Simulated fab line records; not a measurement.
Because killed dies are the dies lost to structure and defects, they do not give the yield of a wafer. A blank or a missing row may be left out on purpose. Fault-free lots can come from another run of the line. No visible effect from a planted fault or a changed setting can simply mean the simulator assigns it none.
fab line records -- flow nand_harc
record lots=13, wafers=38, last_day=25
route steps=1159 shown A_CONTACT@946 END@1159
lots that met no fault: taken from a fault-free run of the same line
start_h: hours from the record's opening day to when the first of the lot's shown wafers began -- wait_h: hours elapsed since this lot's preceding step -- " unchanged from the row above -- L1.1+2: a row that stands for several wafers -- - no value, or no start was given -- * or withheld: withheld -- < > ~ a bound
route shown NAME@n: a module of which the file shows steps, and the number in the route of the first -- usual: mean/standard deviation of fault-free wafers -- same: alike in all rows -- chamber/n: place in a boat -- sites: per-site readings -- _std_site: the values' standard deviation -- _edge_site: mean of outer sites minus mean of inner sites -- radius_mm: how far each site lies from the wafer's centre -- mask NAME#n: copy n -- behind: the tool/chamber that last shaped the wafer -- hold: what put the lot on hold/how long, in hours/how the hold closed -- device: the n, p or np transistor that did not switch -- end of line: the same wafers' tests at the end of the route -- a step with no rows: only its recipe -- killed: count of dies lost to structure and defects at first sort (not the wafer's yield) -- map: a wafer's dies, marking killed ones x, the rest . and places with no die _
set.NAME: the setting as run; set.NAME@STEP: as run at that earlier step -- model.NAME: the simulator's own value behind a step, which no gauge read
route steps across a sampled set of lots; one table per step, one row per wafer
services: when a tool's chamber went out of use (start_h, in hours from the record's first day, below 0 if earlier), for how many hours, and the reason
## steps
# step NHARC_A_CONTACT_ETCH_137
# recipe source_w=withheld, pressure_mtorr=20, bias_v=3000, time_s=132, target_depth_a=12870, ar_flow_sccm=withheld, c4f8_flow_sccm=withheld, o2_flow_sccm=withheld, chemistry=C4F8/O2/Ar
lot.wafer,tool,chamber,start_h,wait_h,rf_hours_counter_h
L186.2,har_cap_etch-01,1,385.98,0.1,59
L186.1,har_cap_etch-01,0,385.98,0.1,59
L186.5,har_cap_etch-01,0,385.98,0.1,-
L187.2,har_cap_etch-03,0,395.53,0.1,87
L187.1,har_cap_etch-03,1,395.53,0.1,87
L187.4,har_cap_etch-03,0,395.53,0.1,-
L191.1,har_cap_etch-02,0,400.72,0.1,16
L191.4,har_cap_etch-02,0,400.72,0.1,-
L191.6,har_cap_etch-02,0,400.72,0.1,-
L193.2,har_cap_etch-02,0,429.65,0.1,22
L193.3,har_cap_etch-02,0,429.65,0.1,-
L193.4,har_cap_etch-02,1,429.65,0.1,-
L195.2,har_cap_etch-03,1,441.34,0.1,94
L195.3,har_cap_etch-03,0,441.34,0.1,-
L197.2,har_cap_etch-02,1,454.15,0.1,26
L197.3,har_cap_etch-02,0,454.15,0.1,-
L197.6,har_cap_etch-02,1,454.15,0.1,-
L199.1,har_cap_etch-01,0,459.95,0.1,73
L199.3,har_cap_etch-01,1,459.95,0.1,-
L199.5,har_cap_etch-01,1,459.95,0.1,-
L198.1,har_cap_etch-03,0,475.75,0.1,101
L198.5,har_cap_etch-03,1,475.75,0.1,-
L198.6,har_cap_etch-03,0,475.75,0.1,-
L205.4,har_cap_etch-01,1,490.28,0.1,-
L205.6,har_cap_etch-01,0,490.28,0.1,-
L205.5,har_cap_etch-01,1,490.28,0.1,-
L204.2,har_cap_etch-03,1,491.06,0.1,103
L204.4,har_cap_etch-03,1,491.06,0.1,-
L204.5,har_cap_etch-03,1,491.06,0.1,-
L207.2,har_cap_etch-01,1,523.43,0.2,83
L207.1,har_cap_etch-01,0,523.43,0.2,83
L207.4,har_cap_etch-01,0,523.43,0.2,-
L208.3,har_cap_etch-03,0,527.37,0.1,-
L208.5,har_cap_etch-03,0,527.37,0.1,-
L208.6,har_cap_etch-03,1,527.37,0.1,-
L209.1,har_cap_etch-02,1,532.00,0.1,39
L209.6,har_cap_etch-02,1,532.00,0.1,-
L209.5,har_cap_etch-02,0,532.00,0.1,-
# step NHARC_A_CONTACT_ETCH_110
# recipe target_depth_a=500, overetch_a=50, time_s=27.5, ion_energy_ev=100, cf4_flow_sccm=80, o2_flow_sccm=20, ar_flow_sccm=0, rf_w=300, bias_w=100, chemistry=CF4/O2
# usual cf4_flow_sccm=80.01/0.23, drypump_motor_current_A=5.6/0.34, oes_product_au=1.000/0.0083, rf_fwd_power_W=294.4/1.8, rf_vpp_V=198.3/1.1, showerhead_plenum_p_Torr=1.35/0.036, throttle_valve_pct=13.397/0.0086
lot.wafer,tool,chamber,start_h,wait_h,cf4_flow_sccm,drypump_motor_current_A,oes_product_au,rf_fwd_power_W,rf_hours_counter_h,rf_vpp_V,showerhead_plenum_p_Torr,throttle_valve_pct
L186.2,rie_diel-02,1,387.13,0.1,79.70,5.5,0.997,293.5,11,198.8,1.39,13.419
L186.1,rie_diel-02,3,387.13,0.1,79.88,5.1,0.995,293.8,11,198.1,1.36,13.390
L186.5,rie_diel-02,1,387.13,0.1,79.83,5.5,1.002,292.9,-,200.3,1.39,13.397
L187.4,rie_diel-08,1,396.81,0.1,79.95,5.7,1.004,293.1,32,198.4,1.40,13.387
L187.2,rie_diel-08,2,396.81,0.1,80.39,5.5,1.000,294.6,29,198.8,1.40,13.407
L187.1,rie_diel-08,3,396.81,0.1,79.87,6.2,1.009,293.7,36,198.1,1.38,13.395
L191.1,rie_diel-02,1,401.94,0.1,79.86,5.5,1.000,292.4,14,198.6,1.39,13.395
L191.6,rie_diel-02,1,401.94,0.1,79.76,5.5,1.013,293.9,-,198.8,1.39,13.395
L191.4,rie_diel-02,3,401.94,0.1,80.16,5.1,0.996,294.3,-,198.7,1.36,13.398
L193.3,rie_diel-02,2,430.81,0.1,80.08,6.2,1.004,293.8,15,196.5,1.30,13.383
L193.2,rie_diel-02,0,430.81,0.1,79.96,5.5,1.002,297.8,16,196.7,1.33,13.384
L193.4,rie_diel-02,1,430.81,0.1,80.15,5.5,0.989,293.5,19,197.5,1.39,13.394
L195.2,rie_diel-02,1,442.71,0.1,80.01,5.5,0.926,295.0,21,198.9,1.39,13.397
L195.3,rie_diel-02,3,442.71,0.1,79.85,5.1,0.920,294.4,22,197.6,1.36,13.403
L197.3,rie_diel-02,2,455.29,0.1,79.82,6.1,0.930,292.9,19,197.1,1.30,13.415
L197.2,rie_diel-02,3,455.29,0.1,80.12,5.0,0.927,293.5,25,197.4,1.36,13.393
L197.6,rie_diel-02,0,455.29,0.1,80.23,5.5,1.004,297.6,-,197.0,1.33,13.392
L199.1,rie_diel-08,2,461.12,0.1,79.99,5.5,1.001,296.6,51,198.5,1.39,13.397
L199.3,rie_diel-08,3,461.12,0.1,79.72,6.2,1.014,294.4,56,198.6,1.37,13.394
L199.5,rie_diel-08,0,461.12,0.1,79.87,5.2,1.014,289.4,-,196.1,1.30,13.382
L198.1,rie_diel-08,2,477.24,0.1,80.05,5.5,0.997,294.8,59,200.6,1.39,13.393
L198.6,rie_diel-08,0,477.24,0.1,79.95,5.2,1.007,295.0,-,197.0,1.30,13.403
L198.5,rie_diel-08,1,477.24,0.1,79.74,5.7,1.008,292.6,-,198.6,1.40,13.406
L205.4,rie_diel-08,2,491.52,0.1,80.22,5.5,0.989,294.2,0,199.2,1.39,13.392
L205.6,rie_diel-08,1,491.52,0.1,79.97,5.7,1.010,291.9,-,198.6,1.40,13.413
L205.5,rie_diel-08,2,491.52,0.1,79.99,5.5,0.990,294.4,-,200.4,1.39,13.396
L204.2,rie_diel-04,3,492.22,0.0,79.68,5.8,1.016,293.5,4,197.2,1.31,13.392
L204.4,rie_diel-04,1,492.22,0.0,80.15,5.6,0.983,297.5,5,197.8,1.36,13.393
L204.5,rie_diel-04,3,492.22,0.0,80.40,5.8,1.015,295.3,-,198.5,1.31,13.410
L207.1,rie_diel-08,0,525.99,0.1,79.90,5.2,1.011,291.1,14,196.9,1.29,13.397
L207.2,rie_diel-08,2,525.99,0.1,79.94,5.5,1.003,296.2,16,198.3,1.39,13.413
L207.4,rie_diel-08,2,525.99,0.1,79.90,5.5,0.998,295.4,-,199.8,1.39,13.393
L208.3,rie_diel-04,1,529.07,0.1,79.52,5.6,0.979,296.2,22,199.6,1.36,13.396
L208.6,rie_diel-04,1,529.07,0.1,79.94,5.6,0.991,297.6,-,200.3,1.36,13.392
L208.5,rie_diel-04,3,529.07,0.1,80.34,5.8,1.008,292.4,-,198.6,1.31,13.405
L209.1,rie_diel-02,1,533.35,0.0,80.49,5.5,1.009,294.1,4,200.1,1.39,13.399
L209.5,rie_diel-02,1,533.35,0.0,79.83,5.5,0.998,293.0,-,200.5,1.38,13.389
L209.6,rie_diel-02,2,533.35,0.0,80.31,6.1,0.989,294.4,-,196.8,1.30,13.395
# step NHARC_A_CONTACT_ALD_18
# recipe target_thk_a=30, pulse_time_s=1, ald_cycles=150, temp_c=450, material=TiN
# usual heater_power_w=1008/81, precursor_pulse_height_rel=1.001/0.021
lot.wafer,tool,chamber,start_h,wait_h,heater_power_w,precursor_pulse_height_rel
L186.2,ald_metal-03,2,387.77,-,872,1.003
L186.1,ald_metal-03,0,387.77,-,1070,0.992
L186.5,ald_metal-03,2,387.77,-,906,0.962
L187.4,ald_metal-04,0,397.47,-,1070,1.012
L187.1,ald_metal-04,1,397.47,-,1020,1.015
L187.2,ald_metal-04,2,397.47,-,929,0.971
L191.1,ald_metal-03,1,402.65,-,1147,1.019
L191.4,ald_metal-03,0,402.65,-,1063,1.002
L191.6,ald_metal-03,1,402.65,-,1143,1.028
L193.3,ald_metal-02,1,431.46,-,993,1.051
L193.4,ald_metal-02,2,431.46,-,975,0.978
L193.2,ald_metal-02,0,431.46,-,1105,1.005
L195.3,ald_metal-04,0,443.36,-,1053,1.025
L195.2,ald_metal-04,2,443.36,-,871,0.965
L197.3,ald_metal-04,2,455.95,-,885,1.012
L197.2,ald_metal-04,0,455.95,-,1049,0.991
L197.6,ald_metal-04,2,455.95,-,885,0.974
L199.1,ald_metal-03,3,461.76,-,1027,0.971
L199.3,ald_metal-03,0,461.76,-,1049,1.009
L199.5,ald_metal-03,3,461.76,-,1072,1.015
L198.1,ald_metal-03,3,477.99,-,1034,0.970
L198.5,ald_metal-03,0,477.99,-,1049,0.989
L198.6,ald_metal-03,1,477.99,-,1148,1.019
L205.4,ald_metal-03,0,492.20,-,1054,1.005
L205.5,ald_metal-03,3,492.20,-,1015,0.984
L205.6,ald_metal-03,0,492.20,-,1049,1.000
L204.2,ald_metal-04,3,492.91,-,981,0.985
L204.4,ald_metal-04,0,492.91,-,1025,1.034
L204.5,ald_metal-04,3,492.91,-,966,1.010
L207.4,ald_metal-02,0,526.70,-,1093,0.996
L207.2,ald_metal-02,2,526.70,-,945,0.987
L207.1,ald_metal-02,3,526.70,-,1152,1.024
L208.3,ald_metal-03,2,529.92,-,887,1.030
L208.6,ald_metal-03,0,529.92,-,979,0.996
L208.5,ald_metal-03,1,529.92,-,1122,1.019
L209.1,ald_metal-02,0,534.09,-,1069,0.969
L209.6,ald_metal-02,2,534.09,-,967,0.996
L209.5,ald_metal-02,3,534.09,-,1155,1.020
# step NHARC_A_CONTACT_INSPECT_23
# usual raw_defect_count=397/98
lot.wafer,tool,chamber,start_h,wait_h,raw_defect_count
L186.1,defect_inspect-02,-,396.09,0.1,275
L186.2,defect_inspect-02,-,396.09,0.1,351
L186.5,defect_inspect-02,-,396.09,0.1,321
L187.1,defect_inspect-01,-,398.96,0.1,361
L187.2,defect_inspect-01,-,398.96,0.1,305
L187.4,defect_inspect-01,-,398.96,0.1,424
L191.1,defect_inspect-02,-,405.27,0.1,243
L191.4,defect_inspect-02,-,405.27,0.1,317
L191.6,defect_inspect-02,-,405.27,0.1,243
L193.2,defect_inspect-01,-,436.22,0.1,321
L193.3,defect_inspect-01,-,436.22,0.1,373
L193.4,defect_inspect-01,-,436.22,0.1,324
L195.2,defect_inspect-02,-,449.92,0.1,392
L195.3,defect_inspect-02,-,449.92,0.1,402
L197.2,defect_inspect-01,-,461.51,0.1,389
L197.3,defect_inspect-01,-,461.51,0.1,429
L197.6,defect_inspect-01,-,461.51,0.1,427
L199.1,defect_inspect-02,-,466.59,0.1,371
L199.3,defect_inspect-02,-,466.59,0.1,399
L199.5,defect_inspect-02,-,466.59,0.1,340
L198.1,defect_inspect-02,-,482.52,0.1,329
L198.5,defect_inspect-02,-,482.52,0.1,380
L198.6,defect_inspect-02,-,482.52,0.1,435
L205.4,defect_inspect-01,-,495.37,0.1,528
L205.5,defect_inspect-01,-,495.37,0.1,270
L205.6,defect_inspect-01,-,495.37,0.1,322
L204.2,defect_inspect-01,-,496.54,0.1,617
L204.4,defect_inspect-01,-,496.54,0.1,350
L204.5,defect_inspect-01,-,496.54,0.1,427
L207.1,defect_inspect-01,-,536.94,0.1,353
L207.2,defect_inspect-01,-,536.94,0.1,523
L207.4,defect_inspect-01,-,536.94,0.1,468
L208.3,defect_inspect-01,-,537.68,0.1,434
L208.5,defect_inspect-01,-,537.68,0.1,395
L208.6,defect_inspect-01,-,537.68,0.1,630
L209.1,defect_inspect-02,-,538.42,0.1,338
L209.5,defect_inspect-02,-,538.42,0.1,430
L209.6,defect_inspect-02,-,538.42,0.1,480
# step NHARC_END_SORT_01
# recipe temp_c=25
# usual killed_at_array=28/8.6, killed_at_other=0.7/1.2, killed_at_periphery=3.1/2.3, killed_dies=32/8.7, killed_open=3.2/1.7, killed_short=2.0/1.5
# same gross_dies=677
lot.wafer,tool,chamber,start_h,wait_h,killed_at_array,killed_at_other,killed_at_periphery,killed_dies,killed_open,killed_short
L195.2,prober-01,0,493.72,2.8,647,0,0,647,2,0
L195.3,prober-01,0,494.51,3.1,641,0,3,644,4,2
L197.2,prober-01,0,509.39,2.8,647,0,1,648,3,1
L197.3,prober-01,0,510.19,3.1,622,0,0,622,1,0
L197.6,prober-01,0,512.61,4.0,48,0,3,51,2,3
# killed by level:class
L195.2 A_CONTACT:area_etch=620 A_SLIT:chamber_film_flake=10 A_STAIRCASE:chamber_film_flake=5 A_CONTACT:chamber_film_flake=5 A_CHANNEL_HOLE_D1:chamber_film_flake=4 A_CONTACT:geometric_particle:open=1 A_BLC:geometric_particle:open=1 A_CHANNEL_FILL_D1:chamber_film_flake=1
L195.3 A_CONTACT:area_etch=608 A_SLIT:chamber_film_flake=13 A_CHANNEL_HOLE_D1:chamber_film_flake=6 A_STAIRCASE:chamber_film_flake=5 A_CHANNEL_FILL_D1:chamber_film_flake=2 P_M0:geometric_particle:open=1 P_M1:geometric_particle:short=1 A_ONON_D1:geometric_particle:open=1
L197.2 A_CONTACT:area_etch=608 A_CHANNEL_HOLE_D1:chamber_film_flake=15 A_SLIT:chamber_film_flake=11 A_WL_FILL:chamber_film_flake=5 A_STAIRCASE:chamber_film_flake=2 A_SGD_CUT:chamber_film_flake=2 P_M0:geometric_particle:open=1 A_SOURCE_PLATE:geometric_particle:short=1
L197.3 A_CONTACT:area_etch=589 A_CHANNEL_HOLE_D1:chamber_film_flake=12 A_SLIT:chamber_film_flake=11 A_STAIRCASE:chamber_film_flake=4 A_WL_FILL:chamber_film_flake=3 A_SGD_CUT:chamber_film_flake=2 A_CONTACT:geometric_particle:open=1
L197.6 A_CHANNEL_HOLE_D1:chamber_film_flake=19 A_SLIT:chamber_film_flake=15 A_WL_FILL:chamber_film_flake=5 A_SGD_CUT:chamber_film_flake=3 A_CHANNEL_FILL_D1:chamber_film_flake=2 P_ZERO_WELL:geometric_particle:short=1 P_GATE:geometric_particle:open=1 A_SOURCE_PLATE:geometric_particle:open=1
## services
tool,chamber,start_h,hours,kind
ald_metal-02,-,364.00,10.0,pm
rie_diel-02,2,399.59,5.1,repair
ald_metal-04,-,406.00,10.0,pm
rie_diel-08,-,412.46,2.5,repair
rie_diel-02,2,459.83,4.2,repair
ald_metal-02,-,461.76,0.5,repair
rie_diel-02,1,462.89,1.5,repair
rie_diel-04,-,466.05,9.0,pm
rie_diel-02,2,475.63,6.5,repair
rie_diel-04,-,476.57,1.2,repair
rie_diel-08,-,478.86,9.0,pm
ald_metal-04,1,489.25,26.9,repair
ald_metal-04,2,493.47,31.1,repair
ald_metal-03,-,500.00,10.0,pm
ald_metal-03,0,500.00,10.0,vent_cycle
ald_metal-03,1,500.00,10.0,vent_cycle
ald_metal-03,2,500.00,10.0,vent_cycle
rie_diel-02,-,504.83,9.0,pm
ald_metal-04,0,509.81,8.1,repair
ald_metal-04,-,512.54,0.6,repair
rie_diel-04,2,516.64,13.8,repair
ald_metal-03,-,521.44,0.9,repair
ald_metal-02,-,521.91,0.7,repair
rie_diel-08,3,523.50,2.9,repair
## key
first_sign step=NHARC_A_CONTACT_ETCH_110, reading=oes_product_au, direction=down, sigmas=9, usual=1.000, struck=0.926
effect step=NHARC_END_SORT_01, reading=killed_at_array, direction=up, sigmas=71, usual=28, struck=639
more_kills_born_at NHARC_A_CONTACT_ETCH_110@rie_diel-02=2425
met_at NHARC_A_CONTACT_ETCH_110
struck_lots L195,L197
struck_wafers L195.2,L195.3,L197.2,L197.3
later_rows_left_out L195.2,L195.3,L197.2,L197.3
tester_left_out L195,L197
not_acting_at NHARC_A_CONTACT_ETCH_137,NHARC_A_CONTACT_ALD_18,NHARC_A_CONTACT_INSPECT_23
onset_between 430.81 442.71
fault kind=process_parameter_drift, tool=rie_diel-02, chamber=-, onset_h=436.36, steps=NHARC_A_CONTACT_ETCH_110, channel=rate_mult, offset=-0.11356, shape=step, end_h=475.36, scope=struck_wafers_only
# tester_left_out: of these lots the tester's yield and bins aren't shown, on N5 and GAA mostly nor the transistor test; their killed dies are dies lost to structure and defects alone, not to doping, threshold or leakage, so they don't give the yield
# later_rows_left_out: the simulator's readings of these wafers behind a module that went badly wrong aren't trusted and aren't shown, but for the sort
